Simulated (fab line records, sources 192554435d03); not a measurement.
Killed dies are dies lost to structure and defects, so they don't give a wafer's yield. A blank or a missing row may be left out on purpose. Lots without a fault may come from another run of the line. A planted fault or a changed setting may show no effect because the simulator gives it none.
fab line records | flow n5_finfet
record lots=7 wafers=21
route steps=1938 shown PMOS_HMC_CHANNEL_EPI@62 FIN_CUT@169 STI_FIN_REVEAL@190 SD_EPI_N@278 SD_EPI_P@321 SD_ACTIVATION@330 HKMG_FIN@403
start_h: hours from the record's first day to the start of the lot's first wafer shown | wait_h: hours since the lot's step before | " the same as in the row above | L1.1+2: a row that stands for several wafers | - no value, or no start given | * or withheld: withheld | < > ~ a bound
route shown NAME@n: a module of which the file shows steps, and the number in the route of the first | usual: mean/standard deviation of fault-free wafers | same: alike in all rows | chamber/n: place in a boat | sites: the reading at each site | _std_site: their standard deviation | _edge_site: outer sites' mean less inner sites' | radius_mm: how far each site lies from the wafer's centre | mask NAME#n: copy n | behind: the tool/chamber that last shaped the wafer | hold: why the lot was held/for how many hours/how that ended | device: the transistor (n, p or np) that didn't switch | end of line: the same wafers' tests at the end of the route | a step without rows: its recipe alone | killed: dies lost to structure and defects at the first sort, not the wafer's yield | map: a wafer's dies, x killed, . not, _ none there
set.NAME: the setting as run; set.NAME@STEP: as run at that earlier step | model.NAME: the simulator's own value behind a step, which no gauge read
lots whose settings were changed on purpose; a table a step, a row a wafer
## steps
# step N5_PMOS_HMC_CHANNEL_EPI_EXPOSE_06
# recipe mask_id=PMOS_HMC_BLK na=1.35 source_shape=conventional sigma_outer=0.8 polarization=unpolarized target_cd_nm=240 dose_mj=41
# columns lot.wafer tool chamber start_h wait_h mask set.dose_mj
L076.1+2+4 arfi_scanner-01 0 29.90 - PMOS_HMC_BLK#0 41
L079.1+3+6 arfi_scanner-01 0 47.61 - PMOS_HMC_BLK#0 41
L083.3+5+6 arfi_scanner-03 0 70.81 - PMOS_HMC_BLK#0 41
L088.2+4 arfi_scanner-02 0 101.35 - PMOS_HMC_BLK#0 41
L088.3 " 0 " " PMOS_HMC_BLK#0 42.35
L091.1+5 arfi_scanner-02 0 119.10 - PMOS_HMC_BLK#0 38.66
L091.4 " 0 " " PMOS_HMC_BLK#0 41
L096.3 arfi_scanner-01 0 149.05 - PMOS_HMC_BLK#0 41
L096.5+6 " 0 " " PMOS_HMC_BLK#0 43.04
L097.2+4+5 arfi_scanner-02 0 155.16 - PMOS_HMC_BLK#0 41
# step N5_PMOS_HMC_CHANNEL_EPI_PEB_07
# recipe peb_temp_c=110 peb_time_s=60 resist=CAR-ArF-block
# columns lot.wafer tool chamber start_h wait_h set.peb_temp_c
L076.1 litho_track-03 0 29.95 0.1 110
L076.2+4 " 0 " " 113.7
L079.1+3 litho_track-05 0 47.67 0.1 110
L079.6 " 0 " " 108
L083.3+5 litho_track-04 0 70.86 0.0 108.9
L083.6 " 0 " " 110
L088.2+3 litho_track-05 0 101.41 0.0 110
L088.4 " 0 " " 108.2
L091.1+4+5 litho_track-05 0 119.15 0.1 110
L096.3 litho_track-05 0 149.10 0.0 110
L096.5+6 " 0 " " 112
L097.2+4+5 litho_track-04 0 155.21 0.0 110
# step N5_PMOS_HMC_CHANNEL_EPI_DEVELOP_08
# recipe develop_time_s=30 developer=TMAH resist=CAR-ArF-block dev_temp_c=23 rinse_liquid=diw dry=air_spin
# step N5_PMOS_HMC_CHANNEL_EPI_CD_MEAS_09
# recipe target_cd_nm=237.4 landing_energy_ev=500 detector=se_inlens
# usual cd_nm=237.1/0.9
# columns lot.wafer tool chamber start_h wait_h set.peb_temp_c@PMOS_HMC_CHANNEL_EPI_PEB_07 cd_nm
L076.1 cd_sem-03 0 30.02 - 110 237.0
L076.2 " 0 " " 113.7 247.9
L076.4 " 0 " " 113.7 248.8
L079.1 cd_sem-03 0 47.74 - 110 236.9
L079.3 " 0 " " 110 236.8
L079.6 " 0 " " 108 230.2
L083.3 cd_sem-03 0 70.93 - 108.9 233.0
L083.5 " 0 " " 108.9 232.1
L083.6 " 0 " " 110 236.0
L088.2 cd_sem-03 0 101.47 - 110 236.4
L088.3 " 0 " " 110 241.0
L088.4 " 0 " " 108.2 232.9
L091.1 cd_sem-01 0 119.22 - 110 233.8
L091.4 " 0 " " 110 236.3
L091.5 " 0 " " 110 233.3
L096.3 cd_sem-03 0 149.16 - 110 236.2
L096.5 " 0 " " 112 246.1
L096.6 " 0 " " 112 246.1
L097.2 cd_sem-01 0 155.28 - 110 237.5
L097.4 " 0 " " 110 236.7
L097.5 " 0 " " 110 236.9
# step N5_PMOS_HMC_CHANNEL_EPI_DESCUM_14
# recipe chemistry=O2 time_s=7.9 source_power_w=50 bias_power_w=20 pressure_mtorr=20 rf_frequency_hz=2.712e+07 temp_c=40 resist=CAR-ArF-block o2_flow_sccm=225
# columns lot.wafer tool chamber start_h wait_h set.dose_mj@PMOS_HMC_CHANNEL_EPI_EXPOSE_06 set.peb_temp_c@PMOS_HMC_CHANNEL_EPI_PEB_07 model.PMOS_HMC_CHANNEL_EPI.cd_nm
L076.1 rie_diel-06 2 30.11 0.0 41 110 237
L076.2 " 1 " " 41 113.7 248.1
L076.4 " 0 " " 41 113.7 248.5
L079.1 rie_diel-06 0 48.07 0.3 41 110 237
L079.3 " 2 " " 41 110 236.9
L079.6 " 1 " " 41 108 230.2
L083.3 rie_diel-01 1 71.13 0.1 41 108.9 233.1
L083.5 " 3 " " 41 108.9 231.9
L083.6 " 2 " " 41 110 236
L088.2 rie_diel-01 2 101.67 0.1 41 110 236.4
L088.3 " 1 " " 42.35 110 241
L088.4 " 3 " " 41 108.2 233.2
L091.1 rie_diel-06 3 119.31 0.0 38.66 110 233.6
L091.4 " 2 " " 41 110 236.8
L091.5 " 1 " " 38.66 110 233.3
L096.3 rie_diel-05 2 150.13 0.9 41 110 236.3
L096.5 " 3 " " 43.04 112 246.1
L096.6 " 0 " " 43.04 112 246
L097.2 rie_diel-05 0 155.36 0.0 41 110 237.8
L097.4 " 3 " " 41 110 236.6
L097.5 " 1 " " 41 110 237
# step N5_PMOS_HMC_CHANNEL_EPI_ETCH_32
# recipe chemistry=N2/H2 target=BARC stop_on=SiO2 target_depth_a=858 over_etch_frac=0.3 time_s=50.3 ion_energy_ev=200 mask_material=CAR-ArF-block pressure_mtorr=30 source_w=840 bias_w=150 n2_flow_sccm=200 h2_flow_sccm=200
# columns lot.wafer tool chamber start_h wait_h set.peb_temp_c@PMOS_HMC_CHANNEL_EPI_PEB_07 model.PMOS_HMC_CHANNEL_EPI.cd_nm
L076.1 rie_diel-06 2 30.15 0.0 110 239.6
L076.2 " 1 " " 113.7 251
L076.4 " 0 " " 113.7 250
L079.1 rie_diel-06 0 48.11 0.0 110 238.4
L079.3 " 2 " " 110 239.1
L079.6 " 1 " " 108 233.3
L083.3+5 rie_diel-01 1,3 71.17 0.0 108.9 235.4
L083.6 " 2 " " 110 238.3
L088.2 rie_diel-01 2 101.70 0.0 110 238.4
L088.3 " 1 " " 110 242.3
L088.4 " 3 " " 108.2 235.6
L091.1 rie_diel-06 3 119.34 0.0 110 236.8
L091.4 " 2 " " 110 239.5
L091.5 " 1 " " 110 236.9
L096.3 rie_diel-05 2 150.17 0.0 110 239.1
L096.5 " 3 " " 112 247.7
L096.6 " 0 " " 112 248.3
L097.2+5 rie_diel-05 0,1 155.40 0.0 110 240
L097.4 " 3 " " 110 238.2
# step N5_FIN_CUT_ETCH_21
# recipe chemistry=N2/H2 target=SOC target_depth_a=2190 overetch_a=438 mask_material=SiARC temp_c=40 ion_energy_ev=100 bias_w=61 time_s=523.5 pressure_mtorr=30 source_w=850 n2_flow_sccm=200 h2_flow_sccm=200
# usual rf_vpp_V=241.3/1.1
# columns lot.wafer tool chamber start_h wait_h set.bias_w rf_vpp_V
L076.1 rie_diel-06 3 39.53 0.0 55.35 227.3
L076.2 " 2 " " 55.35 226.3
L076.4 " 0 " " 61 241.6
L079.1 rie_diel-01 2 60.39 0.0 61 240.6
L079.3 " 1 " " 61 241.6
L079.6 " 0 " " 61 241.0
L083.3 rie_diel-06 1 81.33 0.0 61 241.3
L083.5 " 0 " " 61 243.3
L083.6 " 3 " " 65.87 251.8
L088.2 rie_diel-01 3 111.54 0.0 55.4 227.9
L088.3 " 0 " " 61 243.3
L088.4 " 1 " " 61 241.5
L091.1 rie_diel-06 3 129.04 0.0 61 240.5
L091.4 " 2 " " 61 240.8
L091.5 " 2 " " 71.31 266.8
L096.3 rie_diel-01 2 159.38 0.0 61 240.9
L096.5 " 0 " " 61 241.6
L096.6 " 2 " " 61 238.7
L097.2 rie_diel-05 3 165.64 0.0 61 240.4
L097.4 " 0 " " 61 242.0
L097.5 " 2 " " 61 240.5
# step N5_STI_FIN_REVEAL_ETCHBACK_08
# recipe chemistry=C4F6/O2 target=SiO2 target_depth_a=305 time_s=10.167 ion_energy_ev=250 pressure_mtorr=30 source_w=345 bias_w=185 Ar_flow_sccm=300 C4F6_flow_sccm=10 O2_flow_sccm=10
# columns lot.wafer tool chamber start_h wait_h set.time_s
L076.1+2+4 rie_diel-03 3,0,2 46.01 0.2 10.167
L079.1 rie_diel-02 3 66.90 0.2 12.15
L079.3+6 " 0 " " 10.167
L083.3+6 rie_diel-04 1,3 88.89 0.1 9.432
L083.5 " 2 " " 10.167
L088.2 rie_diel-03 0 118.72 0.2 8.785
L088.3+4 " 2,3 " " 10.167
L091.1+4+5 rie_diel-02 0,3,0 135.94 0.2 12.3
L096.3+6 rie_diel-04 1,2 166.79 0.1 8.744
L096.5 " 0 " " 10.167
L097.2+4+5 rie_diel-02 3,3,2 172.28 0.3 10.167
# step N5_STI_FIN_REVEAL_STRIP_24
# recipe chemistry=N2/H2 time_s=90 power_w=100 temp_c=40 pressure_mtorr=100 rf_frequency_hz=6e+07 bias_power_w=3 n2_flow_sccm=300 h2_flow_sccm=300
# step N5_STI_FIN_REVEAL_PRECLEAN_25
# recipe chemistry=SPM time_s=90 temp_c=120 mix=4:1
# step N5_STI_FIN_REVEAL_SRD_23
# recipe dry=ipa_marangoni time_s=30 temp_c=23 rinse_liquid=diw
# step N5_STI_FIN_REVEAL_FIN_H_MEAS_10
# usual trench_depth_nm=52.0/0.65
# columns lot.wafer tool chamber start_h wait_h set.time_s@STI_FIN_REVEAL_ETCHBACK_08 trench_depth_nm
L076.1 ocd-02 - 48.96 0.0 10.167 51.7
L076.2 " - " " 10.167 52.1
L076.4 " - " " 10.167 52.2
L079.1 ocd-01 - 69.85 0.0 12.15 57.5
L079.3 " - " " 10.167 52.1
L079.6 " - " " 10.167 51.9
L083.3 ocd-02 - 91.85 0.0 9.432 50.1
L083.5 " - " " 10.167 51.4
L083.6 " - " " 9.432 49.3
L088.2 ocd-01 - 121.74 0.0 8.785 48.1
L088.3 " - " " 10.167 52.0
L088.4 " - " " 10.167 51.6
L091.1 ocd-01 - 138.89 0.0 12.3 59.0
L091.4 " - " " 12.3 60.8
L091.5 " - " " 12.3 58.5
L096.3 ocd-01 - 169.77 0.0 8.744 47.8
L096.5 " - " " 10.167 51.6
L096.6 " - " " 8.744 49.4
L097.2 ocd-01 - 175.24 0.0 10.167 52.0
L097.4 " - " " 10.167 52.5
L097.5 " - " " 10.167 51.2
# step N5_SD_EPI_N_ETCH_45
# recipe chemistry=CH3F/O2 target=SiOCN target_depth_a=60 mask_material=SOC ion_energy_ev=60 bias_w=29 pressure_mtorr=15 source_w=410 Ar_flow_sccm=150 CH3F_flow_sccm=30 O2_flow_sccm=20
# columns lot.wafer tool chamber start_h wait_h set.target_depth_a model.etch.depth_nm
L076.1 rie_diel-04 0 60.80 0.1 60 6.062
L076.2 " 1 " " 60 6.122
L076.4 " 3 " " 60 6.017
L079.1 rie_diel-03 2 81.74 0.1 56.29 5.721
L079.3 " 1 " " 60 6.078
L079.6 " 1 " " 56.29 5.704
L083.3 rie_diel-02 0 103.74 0.1 60 5.93
L083.5 " 2 " " 60 6.057
L083.6 " 3 " " 66.48 6.732
L088.2 rie_diel-04 2 133.78 0.1 62.59 6.224
L088.3 " 1 " " 62.59 6.259
L088.4 " 0 " " 62.59 6.117
L091.1 rie_diel-02 0 150.22 0.1 60 5.872
L091.4 " 1 " " 57.24 5.418
L091.5 " 3 " " 60 6.168
L096.3 rie_diel-03 1 182.49 0.1 60 5.953
L096.5 " 3 " " 66.93 6.487
L096.6 " 2 " " 66.93 6.563
L097.2 rie_diel-03 2 191.00 0.1 60 5.968
L097.4 " 1 " " 60 5.98
L097.5 " 3 " " 60 5.85
# step N5_SD_EPI_N_EPI_21
# recipe material=Si:P dopant=P temp_c=680 pressure_torr=255 time_s=690
# columns lot.wafer tool chamber start_h wait_h set.time_s model.Si-P_of_SD_EPI_N_EPI_21.thk_nm
L076.1 epi_rpcvd-03 0 61.96 0.1 634.7 56.6
L076.2 " 0 " " 690 59.4
L076.4 " 0 " " 634.7 56.4
L079.1 epi_rpcvd-02 0 82.89 0.1 690 58
L079.3 " 0 " " 690 59.2
L079.6 " 0 " " 690 58.8
L083.3 epi_rpcvd-02 0 105.50 0.7 601.8 54.4
L083.5 " 0 " " 601.8 54
L083.6 " 0 " " 601.8 53.8
L088.2 epi_rpcvd-02 0 135.24 0.4 577.3 52
L088.3 " 0 " " 577.3 52.2
L088.4 " 0 " " 690 59.4
L091.1 epi_rpcvd-01 0 151.40 0.1 799.3 65.2
L091.4+5 " 0 " " 690 59
L096.3 epi_rpcvd-02 0 184.63 0.9 690 59.6
L096.5 " 0 " " 690 59.4
L096.6 " 0 " " 690 60.2
L097.2 epi_rpcvd-02 0 192.46 0.4 690 59.6
L097.4 " 0 " " 690 60
L097.5 " 0 " " 690 59.8
# step N5_SD_EPI_N_EPI_MEAS_23
# recipe mode=xrd
# usual thk_nm=59.3/1.3
# columns lot.wafer tool chamber start_h wait_h set.time_s@SD_EPI_N_EPI_21 thk_nm
L076.1 film_metro-02 - 63.67 1.5 634.7 56.5
L076.2 " - " " 690 58.9
L076.4 " - " " 634.7 54.4
L079.1 film_metro-01 - 84.61 1.4 690 57.8
L079.3 " - " " 690 57.7
L079.6 " - " " 690 59.5
L083.3 film_metro-02 - 106.66 0.9 601.8 54.5
L083.5 " - " " 601.8 53.3
L083.6 " - " " 601.8 52.6
L088.2 film_metro-01 - 136.68 1.2 577.3 51.1
L088.3 " - " " 577.3 51.5
L088.4 " - " " 690 58.7
L091.1 film_metro-01 - 153.14 1.5 799.3 66.1
L091.4 " - " " 690 58.5
L091.5 " - " " 690 58.0
L096.3 film_metro-01 - 186.16 1.2 690 59.5
L096.5 " - " " 690 59.3
L096.6 " - " " 690 57.9
L097.2 film_metro-02 - 193.90 1.2 690 60.1
L097.4 " - " " 690 58.7
L097.5 " - " " 690 59.9
# step N5_SD_EPI_P_EPI_21
# recipe material=SiGe:B dopant=B temp_c=550 pressure_torr=20 ambient=H2 time_s=355
# columns lot.wafer tool chamber start_h wait_h set.temp_c model.SiGe-B_of_SD_EPI_P_EPI_21.thk_nm
L076.1 epi_rpcvd-03 0 65.97 0.1 550 60.8
L076.2 " 0 " " 553.6 66.4
L076.4 " 0 " " 550 61.6
L079.1 epi_rpcvd-03 0 87.26 0.1 553.2 64.8
L079.3 " 0 " " 553.2 65.4
L079.6 " 0 89.06 1.8 550 60.4
L083.3 epi_rpcvd-03 0 109.70 0.8 550 61.4
L083.5 " 0 " " 550 62.2
L083.6 " 0 " " 550 62.4
L088.2 epi_rpcvd-02 0 139.80 0.6 550 61.4
L088.3 " 0 " " 552.2 64.4
L088.4 " 0 " " 550 62.4
L091.1 epi_rpcvd-02 0 155.60 0.1 550 61.4
L091.4 " 0 156.68 1.1 551.5 64
L091.5 " 0 " " 551.5 64.2
L096.3 epi_rpcvd-03 0 190.35 0.8 547.3 57.6
L096.5 " 0 " " 547.3 57.2
L096.6 " 0 " " 550 61.6
L097.2 epi_rpcvd-02 0 196.82 0.5 550 61.2
L097.4 " 0 " " 550 61.8
L097.5 " 0 " " 550 61.6
# step N5_SD_EPI_P_HM_STRIP_48
# recipe chemistry=H3PO4 temp_c=160 material=SiNx target=SiNx target_depth_a=30 overetch_fraction=0.3
# columns lot.wafer tool chamber start_h wait_h set.time_s@SD_EPI_N_EPI_21 model.Si-P_of_SD_EPI_N_EPI_21.thk_nm
L076.1 wet_bench-05 1 68.22 0.0 634.7 56
L076.2 " 3 " " 690 58.6
L076.4 " 2 " " 634.7 55.8
L079.1 wet_bench-04 4 89.49 0.0 690 57.4
L079.3 " 7 " " 690 58.6
L079.6 " 3 " " 690 58.2
L083.3 wet_bench-05 7 111.23 0.0 601.8 53.8
L083.5 " 1 " " 601.8 53.4
L083.6 " 2 " " 601.8 53.2
L088.2 wet_bench-06 1 142.28 0.0 577.3 51.4
L088.3 " 6 " " 577.3 51.6
L088.4 " 4 " " 690 58.6
L091.1 wet_bench-04 2 157.84 0.0 799.3 64.4
L091.4 " 1 " " 690 58.4
L091.5 " 5 " " 690 58.2
L096.3 wet_bench-06 2 191.87 0.0 690 59
L096.5 " 1 " " 690 58.8
L096.6 " 6 " " 690 59.4
L097.2 wet_bench-05 1 198.69 0.0 690 59
L097.4 " 0 " " 690 59.4
L097.5 " 6 " " 690 59.2
# step N5_SD_EPI_P_SRD_49
# recipe dry=ipa_marangoni time_s=30 temp_c=23 rinse_liquid=diw
# step N5_SD_EPI_P_PRECLEAN_24
# recipe chemistry=O3/DIW time_s=45 temp_c=22 o3_ppm=10
# step N5_SD_ACTIVATION_RTA_00
# recipe temp_c=975 time_s=0 ambient=N2 idle_temp_c=600 ramp_up_c_per_s=150 ramp_down_c_per_s=60 cool_to_c=600
# step N5_SD_ACTIVATION_LSA_01
# recipe temp_c=1080 time_s=0.0008 ambient=N2
# step N5_SD_ACTIVATION_RS_MEAS_03
# recipe thk_meas_gauge=four-point-probe
# usual RS_SD_N=21.82/0.25 RS_SD_P=55.8/0.97
# columns lot.wafer tool chamber start_h wait_h set.time_s@SD_EPI_N_EPI_21 set.temp_c@SD_EPI_P_EPI_21 RS_SD_N[ohm/sq] RS_SD_P[ohm/sq]
L076.1 film_metro-01 - 68.79 0.2 634.7 550 22.92 57.4
L076.2 " - " " 690 553.6 21.84 51.9
L076.4 " - " " 634.7 550 22.74 56.1
L079.1 film_metro-01 - 90.07 0.2 690 553.2 22.13 52.4
L079.3 " - " " 690 553.2 21.92 51.7
L079.6 " - " " 690 550 21.98 56.1
L083.3 film_metro-01 - 111.89 0.2 601.8 550 23.67 55.3
L083.5 " - " " 601.8 550 23.68 54.3
L083.6 " - " " 601.8 550 24.01 53.8
L088.2 film_metro-02 - 142.87 0.2 577.3 550 25.00 55.5
L088.3 " - " " 577.3 552.2 24.77 52.6
L088.4 " - " " 690 550 21.73 54.1
L091.1 film_metro-02 - 158.41 0.2 799.3 550 19.88 57.3
L091.4 " - " " 690 551.5 22.00 54.7
L091.5 " - " " 690 551.5 22.06 54.6
L096.3 film_metro-02 - 192.48 0.2 690 547.3 21.96 60.0
L096.5 " - " " 690 547.3 21.86 60.7
L096.6 " - " " 690 550 21.67 56.4
L097.2 film_metro-01 - 199.38 0.2 690 550 21.50 55.6
L097.4 " - " " 690 550 21.31 54.6
L097.5 " - " " 690 550 21.51 54.7
# step N5_HKMG_FIN_ETCH_55
# recipe chemistry=N2/H2 target=SOC target_depth_a=2400 temp_c=40 time_s=300 ion_energy_ev=200 mask_material=SiARC pressure_mtorr=30 source_w=840 bias_w=150 n2_flow_sccm=200 h2_flow_sccm=200
# columns lot.wafer tool chamber start_h wait_h set.time_s model.HKMG_FIN.feature_depth_nm model.etch.depth_nm model.SiARC_of_HKMG_FIN_COAT_42.thk_nm
L076.1 rie_diel-03 1 82.07 0.0 300 241.2 241.2 20.6
L076.2 " 3 " " 251.5 199.8 199.8 23.6
L076.4 " 2 " " 251.5 201 200.9 23
L079.1 rie_diel-03 2 103.81 0.0 300 241.2 241.2 20.6
L079.3 " 0 " " 300 247 246.9 20.4
L079.6 " 0 " " 349.9 289 288.9 17.8
L083.3 rie_diel-02 2 126.13 0.0 255.6 202.2 202.2 23.4
L083.5 " 0 " " 300 238.2 238.2 21.2
L083.6 " 3 " " 255.6 210.6 210.7 22.8
L088.2 rie_diel-02 0 156.71 0.0 300 240.2 240.1 21
L088.3 " 2 " " 280.5 222.8 222.8 22.2
L088.4 " 1 " " 280.5 213 213.1 22.6
L091.1 rie_diel-02 3 172.58 0.0 300 246 245.9 20.6
L091.4 " 0 " " 300 236.2 236.3 21.2
L091.5 " 2 " " 300 237.2 237.2 21.4
L096.3 rie_diel-02 3 205.69 0.0 300 243 243.1 21
L096.5 " 1 " " 300 240.2 240.3 21.2
L096.6 " 0 " " 300 236.4 236.4 21.4
L097.2 rie_diel-04 0 212.73 0.0 300 246.8 246.7 20.6
L097.4 " 2 " " 300 247.2 247.2 20.8
L097.5 " 1 " " 300 241.6 241.6 20.8
## key
split step=N5_PMOS_HMC_CHANNEL_EPI_EXPOSE_06 setting=dose_mj stated=41 by=wafer
response step=N5_PMOS_HMC_CHANNEL_EPI_DESCUM_14 reading=model.PMOS_HMC_CHANNEL_EPI.cd_nm slope=+0.717 per=1% together_with=peb_temp_c@PMOS_HMC_CHANNEL_EPI_PEB_07 explained=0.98
split step=N5_PMOS_HMC_CHANNEL_EPI_PEB_07 setting=peb_temp_c stated=110 by=wafer
response step=N5_PMOS_HMC_CHANNEL_EPI_CD_MEAS_09 reading=cd_nm change=+3.75 per=1% r=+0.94
response step=N5_PMOS_HMC_CHANNEL_EPI_DESCUM_14 reading=model.PMOS_HMC_CHANNEL_EPI.cd_nm change=+3.74 per=1% r=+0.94
response step=N5_PMOS_HMC_CHANNEL_EPI_ETCH_32 reading=model.PMOS_HMC_CHANNEL_EPI.cd_nm change=+3.4 per=1% r=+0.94
split step=N5_FIN_CUT_ETCH_21 setting=bias_w stated=61 by=wafer
response step=N5_FIN_CUT_ETCH_21 reading=rf_vpp_V change=+1.52 per=1% r=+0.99
split step=N5_STI_FIN_REVEAL_ETCHBACK_08 setting=time_s stated=10.167 by=wafer
response step=N5_STI_FIN_REVEAL_FIN_H_MEAS_10 reading=trench_depth_nm change=+0.26 per=1% r=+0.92
split step=N5_SD_EPI_N_ETCH_45 setting=target_depth_a stated=60 by=wafer
response step=N5_SD_EPI_N_ETCH_45 reading=model.etch.depth_nm change=+0.0634 per=1% r=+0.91
split step=N5_SD_EPI_N_EPI_21 setting=time_s stated=690 by=wafer
response step=N5_SD_EPI_N_EPI_21 reading=model.Si-P_of_SD_EPI_N_EPI_21.thk_nm change=+0.414 per=1% r=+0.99
response step=N5_SD_EPI_N_EPI_MEAS_23 reading=thk_nm change=* per=1% r=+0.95
response step=N5_SD_EPI_P_HM_STRIP_48 reading=model.Si-P_of_SD_EPI_N_EPI_21.thk_nm change=+0.403 per=1% r=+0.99
response step=N5_SD_ACTIVATION_RS_MEAS_03 reading=RS_SD_N change=-0.161 per=1% r=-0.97
split step=N5_SD_EPI_P_EPI_21 setting=temp_c stated=550 by=wafer
response step=N5_SD_EPI_P_EPI_21 reading=model.SiGe-B_of_SD_EPI_P_EPI_21.thk_nm change=+8 per=1% r=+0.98
response step=N5_SD_ACTIVATION_RS_MEAS_03 reading=RS_SD_P change=-7.28 per=1% r=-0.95
split step=N5_HKMG_FIN_ETCH_55 setting=time_s stated=300 by=wafer
response step=N5_HKMG_FIN_ETCH_55 reading=model.HKMG_FIN.feature_depth_nm change=+2.53 per=1% r=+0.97
response step=N5_HKMG_FIN_ETCH_55 reading=model.etch.depth_nm change=+2.53 per=1% r=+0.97
response step=N5_HKMG_FIN_ETCH_55 reading=model.SiARC_of_HKMG_FIN_COAT_42.thk_nm change=-0.157 per=1% r=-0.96
